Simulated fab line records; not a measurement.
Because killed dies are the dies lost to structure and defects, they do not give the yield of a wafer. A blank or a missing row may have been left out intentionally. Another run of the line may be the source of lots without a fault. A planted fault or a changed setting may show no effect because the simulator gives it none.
A lot that was struck, set against a sound lot || flow n5 finfet || 37 steps out of a route of 1938
Sound: these wafers, L263.4, L263.5, L263.6. The struck wafers were L243.1, L243.3, L243.4. At the end, the cause is stated.
Order at every step that has rows: each side's tool, ch and its chambers, its first start. Under that, the readings that differ: sound wafers || struck wafers || difference of the means || sigmas: that difference in standard deviations of wafers without a fault.
alike: readings with means less than 2 such deviations apart, plus words and numbers identical on both sides. not compared: withheld readings, readings lacking a value on some wafer, bounds such as >300 that could conceal the same value, and numbers that have no deviation in the record and whose values overlap.
Wherever a step has rows on one side only, a row that says differs or no value, or a row with sigmas, the two part there. Numbers that don't overlap but have no deviation are shown without sigmas and don't part them. A reading that every wafer of one side lacks parts them only if that side has two wafers or more.

first, 9 steps without rows for these wafers: N5_BEOL_M4_ANNEAL_95 (time 240 s); N5_BEOL_M4_SPUTTER_96 (material Cu, target thk 4.5 nm, time 8.29 s); N5_BEOL_M4_ECD_50 (material Cu, target thk 300 nm); N5_BEOL_M4_ANNEAL_51 (time 90 s); N5_BEOL_M4_CMP_52 (polishes, stops on SiOC, t overpolish 6.8 s, target thk 40 nm); N5_BEOL_M4_PRE_CLEAN_60 (time 15 s); N5_BEOL_M4_CO_CAP_55 (material Co, precursor CCTBA/H2, target thk 2 nm, time 102.1 s); N5_BEOL_M4_PRE_CLEAN_56 (time 15 s); N5_BEOL_M4_DEP_57 (deposits SiCN from 3MS/NH3, target thk 8 nm, time 14 s).
N5_BEOL_M4_RC_MEAS_101:
  sound on prober-01 ch 0, day 13 18:04; struck on prober-02 ch 0, day 8 14:03
{"reading": "ION_N (uA/um)", "sound": "689 667 689", "struck": "656 660 650", "difference": -26, "sigmas": -3}
{"reading": "ION_P (uA/um)", "sound": "468 451 462", "struck": "448 445 440", "difference": -16, "sigmas": -2}
{"reading": "VT_N (mV)", "sound": "248.4 252.9 248.4", "struck": "256.6 257.2 257.9", "difference": "+7.3", "sigmas": "+3"}
{"reading": "VT_P (mV)", "sound": "-249.1 -251.2 -251.7", "struck": "-257.9 -259.5 -257.8", "difference": -7.7, "sigmas": -3}
  alike: DIBL_N, DIBL_P, IOFF_N, IOFF_P, SS_N, SS_P
then, 24 steps without rows for these wafers: N5_BEOL_M5_ILD_DEP_00 (deposits SiCOH lowk from DEMS/porogen, target thk 140.64 nm, time 25.9 s); N5_BEOL_M5_CURE_79 (cures SiCOH lowk, time 240 s); N5_BEOL_M5_PECVD_70 (deposits SiO2 from TEOS/O2, target thk 16 nm, time 18 s); N5_BEOL_M5_HM_DEP_02 (deposits TiN, target thk 20 nm); N5_BEOL_M5_COAT_59 (time 60 s, resist thk 60 nm); N5_BEOL_M5_COAT_60 (time 60 s, resist thk 12 nm); N5_BEOL_M5_COAT_71 (time 60 s, resist thk 5 nm); N5_BEOL_M5_COAT_05 (resist thk 30 nm); N5_BEOL_M5_EBR_07; N5_BEOL_M5_SOFTBAKE_06 (time 60 s); N5_BEOL_M5_EXPOSE_08 (exposes mask M5, target cd 28 nm); N5_BEOL_M5_PEB_09 (peb time 60 s); N5_BEOL_M5_DEVELOP_10 (develop time 30 s); N5_BEOL_M5_DESCUM_16 (chemistry O2, time 7 s); N5_BEOL_M5_ETCH_72 (etches underlayer in N2/H2, target depth 6.5 nm, time 5.2 s); N5_BEOL_M5_ETCH_61 (etches SiARC in CF4, target depth 15.6 nm, time 26 s); N5_BEOL_M5_ETCH_62 (etches SOC in N2/H2, target depth 75 nm, overetch 15 nm, time 112.5 s); N5_BEOL_M5_STRIP_63 (strips in N2/H2); N5_BEOL_M5_STRIP_73 (strips in N2/H2); N5_BEOL_M5_STRIP_64 (strips in CF4); N5_BEOL_M5_HM_OPEN_17 (chemistry Cl2/BCl3, target TiN, target depth 20 nm, overetch 6 nm); N5_BEOL_M5_STRIP_19 (strips in O2); N5_BEOL_M5_COAT_65 (time 60 s, resist thk 60 nm); N5_BEOL_M5_COAT_66 (time 60 s, resist thk 12 nm).
-- record jumps: 4 days separate the struck wafers' starts on either side; left off in module BEOL_M5, taken up again in module MIM_BOT_ETCH, whose first shown step is the route's number 1867 --
N5_MIM_BOT_ETCH_ETCH_03: etches the open film in Cl2/BCl3, target depth 12 nm.
  sound on rie metal-02 ch 0,1, day 17 10:58; struck on rie metal-03 ch 0,1, day 12 09:00
  no value came back on the struck wafers for any of 6 readings (bcl3 flow sccm (sccm), bias w (W) and others); on the sound wafers bcl3 flow sccm (sccm) reads 80.13 80.30 80.19
  not compared: rf hours counter h, model.coat_of_MIM_BOT_LITHO_COAT_02.thk nm
N5_MIM_BOT_ETCH_ETCH_00: etches TiN in Cl2/BCl3, target depth 45.5 nm.
  sound on rie metal-02 ch 0,1, day 17 11:04; struck on rie metal-03 ch 0,1, day 12 09:05
  alike: bcl3 flow sccm, bias w, chamber pressure mTorr, drypump motor current A, oes product au, throttle valve pct
  not compared: rf hours counter h, model.coat_of_MIM_BOT_LITHO_COAT_02.thk nm
N5_PASSIVATION_PROBE_49:
  record: rows for the struck wafers here (prober-02, day 12 18:05), none for the sound ones

## WHERE THEY PART
First at N5_BEOL_M4_RC_MEAS_101; last, within this record, at N5_PASSIVATION_PROBE_49.

WHY: whatever the simulator had introduced
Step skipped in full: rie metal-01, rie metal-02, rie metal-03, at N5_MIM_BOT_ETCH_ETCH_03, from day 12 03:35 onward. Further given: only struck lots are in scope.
